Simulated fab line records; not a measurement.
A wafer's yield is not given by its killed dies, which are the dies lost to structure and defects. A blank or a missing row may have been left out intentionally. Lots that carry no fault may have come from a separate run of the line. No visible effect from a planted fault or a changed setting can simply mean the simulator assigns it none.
Chamber matching :: flow nand-harc :: NHARC_P_M0_STRIP_18 on rie-diel-09 has 4 sister chambers
The step strips in N2/H2. 4 wafers are shown with their chamber, then 7 later ones without.

WAFERS WITH THEIR CHAMBER
wafer: L081.4
chamber: 3
showerhead-plenum-p-Torr (Torr): 2.07

wafer: L087.6
chamber: 1
showerhead-plenum-p-Torr (Torr): 2.08

wafer: L090.3
chamber: 2
showerhead-plenum-p-Torr (Torr): 1.88

wafer: L093.5
chamber: 0
showerhead-plenum-p-Torr (Torr): 1.92

WAFERS WHOSE CHAMBER IS MISSING
wafer: L093.6
showerhead-plenum-p-Torr (Torr): 2.07

wafer: L095.2
showerhead-plenum-p-Torr (Torr): 2.07

wafer: L095.4
showerhead-plenum-p-Torr (Torr): 1.92

wafer: L095.6
showerhead-plenum-p-Torr (Torr): 2.07

wafer: L096.1
showerhead-plenum-p-Torr (Torr): 2.22

wafer: L096.2
showerhead-plenum-p-Torr (Torr): 2.07

wafer: L096.3
showerhead-plenum-p-Torr (Torr): 1.91

THE CHAMBER EACH PASSED THROUGH
wafer: L093.6
from the rows above: can't be placed: 3 or 1
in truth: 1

wafer: L095.2
from the rows above: can't be placed: 3 or 1
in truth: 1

wafer: L095.4
from the rows above: can't be placed: 0 or 2
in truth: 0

wafer: L095.6
from the rows above: can't be placed: 3 or 1
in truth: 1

wafer: L096.1
from the rows above: can't be placed: 1 or 3
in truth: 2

wafer: L096.2
from the rows above: can't be placed: 3 or 1
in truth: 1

wafer: L096.3
from the rows above: can't be placed: 0 or 2
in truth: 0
Correct placement for 0 of the 7. Can't be placed from these rows: 7 (the true chamber is among the candidates in 6). Placed wrongly: 0.
How it was worked out, from the rows above alone: a wafer's distance from a chamber is the root of the sum, over the readings, of the square of ((its reading less the chamber's mean) divided by the reading's scatter). The wafer belongs to the nearest chamber; if the next one is less than 2 further off, it can't be placed. A chamber's mean is the mean of its shown wafers. The scatter (one wafer shown for each chamber): square how far every hidden wafer sits from the nearest shown wafer, average those squares and take the square root.
